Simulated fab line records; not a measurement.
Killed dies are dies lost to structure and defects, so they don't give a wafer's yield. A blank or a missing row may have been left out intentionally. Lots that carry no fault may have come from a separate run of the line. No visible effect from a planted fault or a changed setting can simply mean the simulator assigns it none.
fab line records ; flow nand-harc
[record] lots = 6; wafers = 18; last-day = 25
route steps=1159 shown P_GATE@119 END@1159
lots untouched by any fault: they come from a run of this same line in which no faults occurred
start-h: hours from the record's first day to the start of the lot's first wafer shown ; wait-h: time in hours since the lot's previous step ; " repeats the value in the row above ; L1.1+2: one row covering several wafers at once ; - either no value or no given start ; * or withheld: withheld ; < > ~ a bound
route shown NAME@n: NAME is a module with steps in the file, n the number in the route of the first one ; usual: average and standard deviation across the fault-free wafers ; same: alike in all rows ; chamber/n: place in a boat ; sites: each site's reading ; _std_site: the standard deviation of these ; _edge_site: mean of outer sites minus mean of inner sites ; radius-mm: how far each site lies from the wafer's centre ; mask NAME#n: copy n ; behind: the last tool/chamber to shape the wafer ; hold: why the lot went on hold/how many hours it stayed there/how the hold came to an end ; device: the n, p or np transistor that did not switch ; end of line: the tests these same wafers got at the end of their route ; where a step has no rows: the recipe by itself ; killed: dies that structure and defects cost at the first sort, which is not the same as the wafer's yield ; map: a wafer's dies, marking killed ones x, the rest . and places with no die _
set.NAME: the setting that was run; set.NAME@STEP: the one run at that earlier step ; model.NAME: the simulator's own value behind a step, which no gauge read
lots at selected steps of the route; one table per step, one row per wafer
services: when a tool's chamber went out of use (start-h, in hours from the record's first day, below 0 if earlier), for how many hours, and the reason
[[steps]]
[step NHARC_P_GATE_EXPOSE_08]
[recipe] na = 0.6; dose-mj = 16.75; mask-id = P_HV
[step NHARC_P_GATE_PEB_09]
[recipe] peb-temp-c = 118; peb-time-s = 85
[step NHARC_P_GATE_DEVELOP_10]
[recipe] time-s = 70
[step NHARC_P_GATE_CD_MEAS_11]
[recipe] target-cd-nm = 1640; landing-energy-ev = 500
[usual] cd-nm = 1641.0/1.7
lot.wafer;tool;chamber;start-h;wait-h;cd-nm
L599.2;cd-sem-02;0;125.23;-;1642.6
L599.3;cd-sem-02;0;125.23;-;1640.5
L599.5;cd-sem-02;0;125.23;-;1643.0
L601.1;cd-sem-03;0;145.68;-;1640.7
L601.4;cd-sem-03;0;145.68;-;1637.7
L601.6;cd-sem-03;0;145.68;-;1639.7
L603.2;cd-sem-03;0;160.20;-;1641.9
L603.3;cd-sem-03;0;160.20;-;1638.0
L603.6;cd-sem-03;0;160.20;-;1637.0
L604.2;cd-sem-01;0;160.23;-;1640.8
L604.3;cd-sem-01;0;160.23;-;1641.7
L604.4;cd-sem-01;0;160.23;-;1640.7
L609.1;cd-sem-01;0;186.89;-;1643.0
L609.2;cd-sem-01;0;186.89;-;1642.6
L609.5;cd-sem-01;0;186.89;-;1643.1
L613.1;cd-sem-02;0;212.81;-;1642.0
L613.4;cd-sem-02;0;212.81;-;1641.1
L613.6;cd-sem-02;0;212.81;-;1640.0
[step NHARC_P_GATE_HARDBAKE_12]
[recipe] temp-c = 125; time-s = 80
[step NHARC_P_GATE_DESCUM_13]
[recipe] time-s = 3; o2-flow-sccm = 200; ar-flow-sccm = 0; bias-power-w = 0; chemistry = O2
[usual] drypump-motor-current-A = 5.8/0.43; oes-product-au = 0.997/0.01; rf-vpp-V = 57.9/0.87; showerhead-plenum-p-Torr = 1.95/0.093; throttle-valve-pct = 11.312/0.0096
[same] bias-power-w = 0
lot.wafer;tool;chamber;start-h;wait-h;drypump-motor-current-A;oes-product-au;rf-hours-counter-h;rf-vpp-V;showerhead-plenum-p-Torr;throttle-valve-pct
L599.2;rie-diel-10;3;125.40;-;5.5;0.993;20;57.2;1.94;11.324
L599.3;rie-diel-10;1;125.40;-;5.7;1.022;17;58.5;1.79;11.313
L599.5;rie-diel-10;3;125.40;-;5.5;0.990;-;57.5;1.94;11.316
L601.1;rie-diel-10;0;145.84;-;5.7;0.998;24;58.2;2.06;11.322
L601.4;rie-diel-10;0;145.84;-;5.7;1.002;-;59.5;2.06;11.303
L601.6;rie-diel-10;2;145.84;-;6.7;0.992;-;58.7;2.03;11.311
L603.3;rie-diel-09;3;160.36;-;6.2;1.001;27;58.0;2.07;11.308
L603.2;rie-diel-09;1;160.36;-;5.2;1.000;27;58.2;2.02;11.307
L603.6;rie-diel-09;3;160.36;-;6.2;1.007;-;58.1;2.07;11.297
L604.2;rie-diel-02;1;160.39;-;5.6;0.983;0;57.9;1.94;11.322
L604.4;rie-diel-02;2;160.39;-;5.9;0.973;0;59.2;2.08;11.320
L604.3;rie-diel-02;0;160.39;-;5.8;1.009;0;57.0;1.93;11.311
L609.2;rie-diel-10;3;187.07;-;5.4;1.000;1;59.2;1.94;11.330
L609.1;rie-diel-10;1;187.07;-;5.8;0.983;1;59.7;1.79;11.307
L609.5;rie-diel-10;1;187.07;-;5.8;0.978;-;57.8;1.79;11.319
L613.1;rie-diel-02;2;212.98;-;5.9;0.999;20;58.4;2.07;11.318
L613.4;rie-diel-02;3;212.98;-;5.5;0.989;19;55.9;1.82;11.310
L613.6;rie-diel-02;2;212.98;-;5.9;1.000;-;57.4;2.07;11.316
[step NHARC_P_GATE_ETCH_14]
[recipe] target-depth-a = 488; chemistry = dHF; material = SiO2
[step NHARC_P_GATE_STRIP_15]
[recipe] time-s = 780; temp-c = 130; chemistry = SPM
[step NHARC_P_GATE_PRECLEAN_71]
[recipe] time-s = *; temp-c = 50; bath-age-min = 0; chemistry = SC1
[step NHARC_P_GATE_SRD_72]
[step NHARC_P_GATE_OXIDE_16]
[recipe] target-thk-a = 30; temp-c = 875; ox-time-s = 392; material = SiO2
[step NHARC_P_GATE_CVD_17]
[recipe] target-thk-a = 1500; temp-c = 620; time-s = 900; material = poly-Si
[step NHARC_P_GATE_HM_DEP_102]
[recipe] target-thk-a = 1200; temp-c = 400; material = aC
[usual] throttle-valve-pct = 35.000/0.0087
lot.wafer;tool;chamber;start-h;wait-h;throttle-valve-pct
L599.2;acl-dep-02;0;137.61;0.5;34.998
L599.3;acl-dep-02;0;137.61;0.5;34.990
L599.5;acl-dep-02;0;137.61;0.5;34.994
L601.1;acl-dep-02;0;160.67;2.0;34.996
L601.4;acl-dep-02;0;160.67;2.0;35.007
L601.6;acl-dep-02;0;160.67;2.0;35.008
L603.2;acl-dep-03;0;173.82;1.3;35.007
L603.3;acl-dep-03;0;173.82;1.3;35.005
L603.6;acl-dep-03;0;173.82;1.3;35.003
L604.2;acl-dep-03;0;174.45;1.9;34.992
L604.3;acl-dep-03;0;174.45;1.9;35.007
L604.4;acl-dep-03;0;174.45;1.9;34.994
L609.1;acl-dep-01;0;200.50;1.3;34.997
L609.2;acl-dep-01;0;200.50;1.3;34.997
L609.5;acl-dep-01;0;200.50;1.3;35.002
L613.1;acl-dep-02;0;225.55;0.4;34.995
L613.4;acl-dep-02;0;225.55;0.4;34.997
L613.6;acl-dep-02;0;225.55;0.4;35.000
[step NHARC_P_GATE_DEP_103]
[recipe] target-thk-a = 300; target-thk-nm = 30; temp-c = 400; flow-sccm = 200; rf-w = 350; material = SiON
[usual] heater-power-w = 722/110
lot.wafer;tool;chamber;start-h;wait-h;heater-power-w
L599.3;pecvd-03;0;138.17;0.3;697
L599.2;pecvd-03;1;138.17;0.3;608
L599.5;pecvd-03;0;138.17;0.3;688
L601.1;pecvd-01;2;161.37;0.6;754
L601.4;pecvd-01;2;161.37;0.6;780
L601.6;pecvd-01;0;161.37;0.6;536
L603.3;pecvd-02;2;174.36;0.3;959
L603.2;pecvd-02;1;174.36;0.3;735
L603.6;pecvd-02;1;174.36;0.3;737
L604.2;pecvd-02;1;175.00;0.4;744
L604.3;pecvd-02;2;175.00;0.4;963
L604.4;pecvd-02;1;175.00;0.4;741
L609.2;pecvd-03;0;201.19;0.5;752
L609.1;pecvd-03;1;201.19;0.5;740
L609.5;pecvd-03;2;201.19;0.5;659
L613.1;pecvd-01;2;226.25;0.6;787
L613.6;pecvd-01;1;226.25;0.6;695
L613.4;pecvd-01;2;226.25;0.6;771
[step NHARC_P_GATE_DEHYDRATE_18]
[recipe] temp-c = 150; time-s = 120
[step NHARC_P_GATE_HMDS_19]
[recipe] time-s = 30
[step NHARC_P_GATE_COAT_20]
[recipe] spin-rpm = 1500; resist-thk-nm = 90
[step NHARC_P_GATE_SOFTBAKE_21]
[recipe] temp-c = 105; time-s = 55
[step NHARC_P_GATE_EBR_22]
[step NHARC_P_GATE_EXPOSE_23]
[recipe] na = 1.35; target-cd-nm = 120; dose-mj = 93.91; mask-id = P_GATE
[step NHARC_P_GATE_PEB_24]
[recipe] peb-temp-c = 100; peb-time-s = 65
[step NHARC_P_GATE_DEVELOP_25]
[recipe] develop-time-s = 35; dev-temp-c = 23
[step NHARC_P_GATE_CD_MEAS_26]
[recipe] target-cd-nm = 120; landing-energy-ev = 500
[usual] cd-nm = 120.1/0.54
lot.wafer;tool;chamber;start-h;wait-h;cd-nm
L599.2;cd-sem-02;0;138.85;-;120.6
L599.3;cd-sem-02;0;138.85;-;120.8
L599.5;cd-sem-02;0;138.85;-;119.9
L601.1;cd-sem-01;0;162.02;-;118.9
L601.4;cd-sem-01;0;162.02;-;119.4
L601.6;cd-sem-01;0;162.02;-;119.3
L603.2;cd-sem-02;0;175.05;-;120.8
L603.3;cd-sem-02;0;175.05;-;120.4
L603.6;cd-sem-02;0;175.05;-;121.0
L604.2;cd-sem-02;0;175.68;-;119.5
L604.3;cd-sem-02;0;175.68;-;119.7
L604.4;cd-sem-02;0;175.68;-;120.8
L609.1;cd-sem-02;0;201.85;-;119.0
L609.2;cd-sem-02;0;201.85;-;119.9
L609.5;cd-sem-02;0;201.85;-;120.9
L613.1;cd-sem-01;0;226.90;-;120.4
L613.4;cd-sem-01;0;226.90;-;120.9
L613.6;cd-sem-01;0;226.90;-;120.5
[step NHARC_P_GATE_OVL_MEAS_27]
[usual] overlay-x-nm = 0.0/0.91; overlay-y-nm = -0.1/0.68
lot.wafer;tool;chamber;start-h;wait-h;overlay-x-nm;overlay-y-nm
L599.2;overlay-02;-;138.94;-;0.3;-0.9
L599.3;overlay-02;-;138.94;-;0.4;-0.4
L599.5;overlay-02;-;138.94;-;0.2;-0.2
L601.1;overlay-02;-;162.11;-;-1.1;0.8
L601.4;overlay-02;-;162.11;-;-0.9;1.3
L601.6;overlay-02;-;162.11;-;-0.6;0.6
L603.2;overlay-01;-;175.14;-;-1.1;0.2
L603.3;overlay-01;-;175.14;-;-0.8;-0.1
L603.6;overlay-01;-;175.14;-;-0.8;0.7
L604.2;overlay-01;-;175.77;-;-0.1;-0.4
L604.3;overlay-01;-;175.77;-;-0.1;-0.4
L604.4;overlay-01;-;175.77;-;0.1;-0.3
L609.1;overlay-02;-;201.94;-;0.0;0.1
L609.2;overlay-02;-;201.94;-;0.1;0.0
L609.5;overlay-02;-;201.94;-;0.1;0.1
L613.1;overlay-02;-;226.99;-;-0.1;-0.6
L613.4;overlay-02;-;226.99;-;-0.1;-0.6
L613.6;overlay-02;-;226.99;-;0.0;-0.6
[step NHARC_P_GATE_INSPECT_28]
[usual] raw-defect-count = 5.9/2.9
lot.wafer;tool;chamber;start-h;wait-h;raw-defect-count
L599.2;defect-inspect-02;-;138.97;0.0;13
L599.3;defect-inspect-02;-;138.97;0.0;24
L599.5;defect-inspect-02;-;138.97;0.0;18
L601.1;defect-inspect-01;-;162.14;0.0;21
L601.4;defect-inspect-01;-;162.14;0.0;22
L601.6;defect-inspect-01;-;162.14;0.0;12
L603.2;defect-inspect-02;-;175.18;0.0;7
L603.3;defect-inspect-02;-;175.18;0.0;9
L603.6;defect-inspect-02;-;175.18;0.0;8
L604.2;defect-inspect-02;-;175.80;0.0;1
L604.3;defect-inspect-02;-;175.80;0.0;3
L604.4;defect-inspect-02;-;175.80;0.0;4
L609.1;defect-inspect-01;-;201.98;0.0;14
L609.2;defect-inspect-01;-;201.98;0.0;4
L609.5;defect-inspect-01;-;201.98;0.0;4
L613.1;defect-inspect-02;-;227.03;0.0;4
L613.4;defect-inspect-02;-;227.03;0.0;5
L613.6;defect-inspect-02;-;227.03;0.0;4
[step NHARC_P_GATE_DESCUM_31]
[recipe] time-s = 3; o2-flow-sccm = 200; ar-flow-sccm = 0; bias-power-w = 0; chemistry = O2
[usual] drypump-motor-current-A = 5.8/0.42; oes-product-au = 1.001/0.011; rf-vpp-V = 57.9/1; showerhead-plenum-p-Torr = 1.95/0.1; throttle-valve-pct = 11.311/0.0085
[same] bias-power-w = 0
lot.wafer;tool;chamber;start-h;wait-h;drypump-motor-current-A;oes-product-au;rf-hours-counter-h;rf-vpp-V;showerhead-plenum-p-Torr;throttle-valve-pct
L599.3;rie-diel-02;2;139.04;0.1;5.9;0.996;52;56.7;1.76;11.307
L599.2;rie-diel-02;0;139.04;0.1;5.8;1.016;59;58.5;1.93;11.311
L599.5;rie-diel-02;2;139.04;0.1;5.9;0.996;-;56.3;1.76;11.298
L601.1;rie-diel-10;3;162.20;0.1;5.5;0.994;26;58.7;1.94;11.305
L601.4;rie-diel-10;2;162.20;0.1;6.7;0.981;28;57.3;2.03;11.303
L601.6;rie-diel-10;0;162.20;0.1;5.7;1.001;-;58.5;2.05;11.318
L603.2;rie-diel-10;0;175.24;0.1;5.7;1.006;31;58.6;2.05;11.311
L603.3;rie-diel-10;2;175.24;0.1;6.7;0.999;31;59.2;2.03;11.321
L603.6;rie-diel-10;0;175.24;0.1;5.7;1.004;-;58.8;2.05;11.296
L604.2;rie-diel-10;1;175.87;0.1;5.7;1.006;28;56.9;1.79;11.325
L604.4;rie-diel-10;2;175.87;0.1;6.7;0.988;31;58.0;2.03;11.311
L604.3;rie-diel-10;3;175.87;0.1;5.5;1.016;29;58.2;1.94;11.300
L609.1;rie-diel-10;0;202.05;0.1;5.7;1.001;3;57.5;2.05;11.318
L609.2;rie-diel-10;2;202.05;0.1;6.7;0.992;5;58.7;2.03;11.329
L609.5;rie-diel-10;2;202.05;0.1;6.7;0.982;-;57.2;2.03;11.318
L613.4;rie-diel-02;1;227.10;0.1;5.6;0.984;28;59.3;1.93;11.305
L613.1;rie-diel-02;3;227.10;0.1;5.6;1.001;26;56.2;1.81;11.296
L613.6;rie-diel-02;0;227.10;0.1;5.8;1.015;-;56.6;1.92;11.309
[step NHARC_END_SORT_01]
[recipe] temp-c = 25
[usual] killed-at-array = 25/9.7; killed-at-other = 0.7/0.87; killed-at-periphery = 3.3/2.3; killed-dies = 29/11; killed-open = 3.6/2.1; killed-short = 2.3/1.7
[same] gross-dies = 677
lot.wafer;tool;chamber;start-h;wait-h;killed-at-array;killed-at-other;killed-at-periphery;killed-dies;killed-open;killed-short
L599.2;prober-01;0;481.65;2.8;21;3;8;32;2;0
L599.3;prober-01;0;482.46;3.1;23;1;14;38;8;1
L599.5;prober-01;0;484.06;3.7;24;5;15;44;2;0
L604.2;prober-01;0;508.95;2.8;26;0;2;28;3;2
L604.3;prober-01;0;509.74;3.1;23;0;9;32;5;7
L604.4;prober-01;0;510.54;3.4;28;0;4;32;5;2
L601.1;prober-02;0;522.31;2.5;23;1;13;37;2;0
L601.4;prober-02;0;524.74;3.4;31;0;19;50;2;3
L601.6;prober-02;0;526.36;4.0;21;0;8;29;2;2
L609.1;prober-01;0;544.37;2.5;16;0;4;20;3;1
L609.2;prober-01;0;545.18;2.8;18;0;3;21;5;2
L609.5;prober-01;0;547.59;3.7;20;1;5;26;2;1
// killed by level:class
L599.2 A_CHANNEL_HOLE_D1:chamber-film-flake=16 P_GATE:unspecified=6 A_CONTACT:chamber-film-flake=3 THIN_TSV:chamber-film-flake=3 P_CONTACT:geometric-particle:open=1 A_M0:geometric-particle:open=1 P_GATE:chamber-film-flake=1 A_STAIRCASE:chamber-film-flake=1
L599.3 P_GATE:unspecified=13 A_CHANNEL_HOLE_D1:chamber-film-flake=10 A_CONTACT:chamber-film-flake=3 A_BLC:geometric-particle:open=2 P_M0:geometric-particle:open=1 A_SOURCE_PLATE:geometric-particle:open=1 A_SOURCE_PLATE:geometric-particle:short=1 A_ONON_D1:geometric-particle:open=1
L599.5 A_CHANNEL_HOLE_D1:chamber-film-flake=20 P_GATE:unspecified=12 THIN_TSV:chamber-film-flake=4 P_GATE:chamber-film-flake=2 A_CONTACT:chamber-film-flake=2 A_SOURCE_PLATE:geometric-particle:open=1 STARTING-WAFER:geometric-particle:open=1 P_STI:chamber-film-flake=1
L604.2 A_CHANNEL_HOLE_D1:chamber-film-flake=17 A_CONTACT:geometric-particle:open=2 A_CONTACT:chamber-film-flake=2 A_ONON_D1:geometric-particle:short=1 A_WL_FILL:geometric-particle:open=1 A_M1:geometric-particle:short=1 P_STI:chamber-film-flake=1 P_M0:chamber-film-flake=1
L604.3 A_CHANNEL_HOLE_D1:chamber-film-flake=11 A_WL_FILL:geometric-particle:short=4 A_STAIRCASE:chamber-film-flake=3 P_M0:chamber-film-flake=2 P_CONTACT:geometric-particle:open=1 P_CONTACT:geometric-particle:short=1 P_M0:geometric-particle:open=1 P_M0:geometric-particle:short=1
L604.4 A_CHANNEL_HOLE_D1:chamber-film-flake=13 A_STAIRCASE:chamber-film-flake=7 P_M0:chamber-film-flake=3 A_CONTACT:chamber-film-flake=2 P_CONTACT:geometric-particle:open=1 A_ONON_D1:geometric-particle:open=1 A_ONON_D1:geometric-particle:short=1 A_WL_FILL:geometric-particle:open=1
L601.1 A_CHANNEL_HOLE_D1:chamber-film-flake=13 P_GATE:unspecified=10 A_STAIRCASE:chamber-film-flake=6 A_CONTACT:chamber-film-flake=3 P_STI:chamber-film-flake=2 P_M0:geometric-particle:open=1 A_CONTACT:geometric-particle:open=1 THIN_TSV:chamber-film-flake=1
L601.4 P_GATE:unspecified=16 A_CHANNEL_HOLE_D1:chamber-film-flake=15 A_CONTACT:chamber-film-flake=11 A_STAIRCASE:chamber-film-flake=3 P_GATE:geometric-particle:short=1 P_CONTACT:geometric-particle:open=1 P_M0:geometric-particle:short=1 A_CONTACT:geometric-particle:open=1
L601.6 A_CHANNEL_HOLE_D1:chamber-film-flake=12 P_GATE:unspecified=6 A_STAIRCASE:chamber-film-flake=5 A_CONTACT:chamber-film-flake=2 P_GATE:geometric-particle:open=1 P_CONTACT:geometric-particle:short=1 A_CHANNEL_HOLE_D1:geometric-particle:open=1 A_SLIT:geometric-particle:short=1
L609.1 A_CHANNEL_HOLE_D1:chamber-film-flake=10 P_ZERO_WELL:chamber-film-flake=2 P_M0:geometric-particle:open=1 A_ONON_D1:geometric-particle:open=1 A_ONON_D1:geometric-particle:short=1 A_CONTACT:geometric-particle:open=1 P_STI:chamber-film-flake=1 A_CHANNEL_FILL_D1:chamber-film-flake=1
L609.2 A_CHANNEL_HOLE_D1:chamber-film-flake=6 A_WL_FILL:geometric-particle:open=3 A_M1:chamber-film-flake=3 A_M0:geometric-particle:open=2 P_GATE:chamber-film-flake=2 A_ONON_D1:geometric-particle:short=1 A_SGD_CUT:geometric-particle:short=1 P_ZERO_WELL:chamber-film-flake=1
L609.5 A_CHANNEL_HOLE_D1:chamber-film-flake=11 P_ZERO_WELL:chamber-film-flake=4 A_CONTACT:chamber-film-flake=2 A_M1:chamber-film-flake=2 A_SLIT:geometric-particle:open=1 A_WL_FILL:geometric-particle:open=1 A_WL_FILL:geometric-particle:short=1 P_STI:chamber-film-flake=1
// map L599.5 (x killed, . not)
____________.____________
_________...x..._________
_______...x..xxxx._______
______.....xxx..xx.______
_____......x.x..x..x_____
____......x....xxx.x.____
____.....x......xxx..____
___..x......xxx.x..x..___
___..........x.x......___
__...........xx........__
__.....................__
_......................._
_......................._
_......................._
_......................._
_......................._
.........................
.........................
.........................
.........................
.........................
_......................._
_......................._
_......................._
_.xx...................._
_..x.......x............_
__.....................__
__.....................__
___..............xx...___
___...................___
____.................____
____.......x.........____
_____........xx....._____
______.............______
_______.......x..._______
_________......._________
____________.____________
// map L601.4 (x killed, . not)
____________x____________
_________x..x..._________
_______...x.xx..x._______
______.....x..xxxxx______
_____....xxxx...xxx._____
____......xx...xxx.x.____
____......xx...x.....____
___.............x.....___
___........x...x.x....___
__...............x....x__
__...............xx....__
_............x.x........_
_..............x........_
_................x......_
_.............x........._
_..........x......x....._
.........................
.........................
.........................
.........................
.........................
_......................._
_.............x...x....._
_x.x...................._
_..x...................._
_......................._
__.....................__
__.....................__
___...................___
___...................___
____.................____
____.................____
_____..............._____
______..........x..______
_______..........._______
_________......._________
____________.____________
[[services]]
tool;chamber;start-h;hours;kind
rie-diel-10;0;106.76;-;clean
rie-diel-10;1;106.76;-;clean
rie-diel-10;2;106.76;-;clean
rie-diel-10;3;106.76;-;clean
rie-diel-10;1;108.33;12.8;repair
pecvd-03;-;111.07;13.0;pm
acl-dep-01;-;113.41;13.0;pm
rie-diel-10;0;131.26;-;clean
rie-diel-10;1;131.26;-;clean
rie-diel-10;2;131.26;-;clean
rie-diel-10;3;131.26;-;clean
rie-diel-10;3;142.10;11.2;repair
rie-diel-02;-;150.73;9.0;pm
pecvd-02;-;153.13;13.0;pm
pecvd-03;-;154.35;5.4;repair
rie-diel-10;0;155.76;-;clean
rie-diel-10;1;155.76;-;clean
rie-diel-10;2;155.76;-;clean
acl-dep-02;-;169.34;13.0;pm
rie-diel-10;-;176.58;9.0;pm
rie-diel-09;0;192.44;7.7;repair
rie-diel-10;1;200.45;14.6;repair
rie-diel-10;3;205.37;8.3;repair
acl-dep-03;-;225.09;13.0;pm
[[key]]
[first-sign] step = NHARC_P_GATE_INSPECT_28; reading = raw-defect-count; direction = up; sigmas = 4.4; usual = 5.9; struck = 18.3
[effect] step = NHARC_END_SORT_01; reading = killed-at-periphery; direction = up; sigmas = 4.1; usual = 3.3; struck = 12.8
met-at NHARC_P_GATE_HM_DEP_102
struck-wafers L599.2,L599.3,L599.5,L601.1,L601.4,L601.6
tester-left-out L599,L601
[fault] kind = chamber-particle-source; tool = acl-dep-02; chamber = 0; onset-h = 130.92; steps = NHARC_P_GATE_HM_DEP_102; rate-per-visit-cm2 = 0.01755; end-h = 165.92
// tester-left-out: of these lots the tester's yield and bins aren't shown, on N5 and GAA mostly nor the transistor test; their killed dies are dies lost to structure and defects alone, not to doping, threshold or leakage, so they don't give the yield
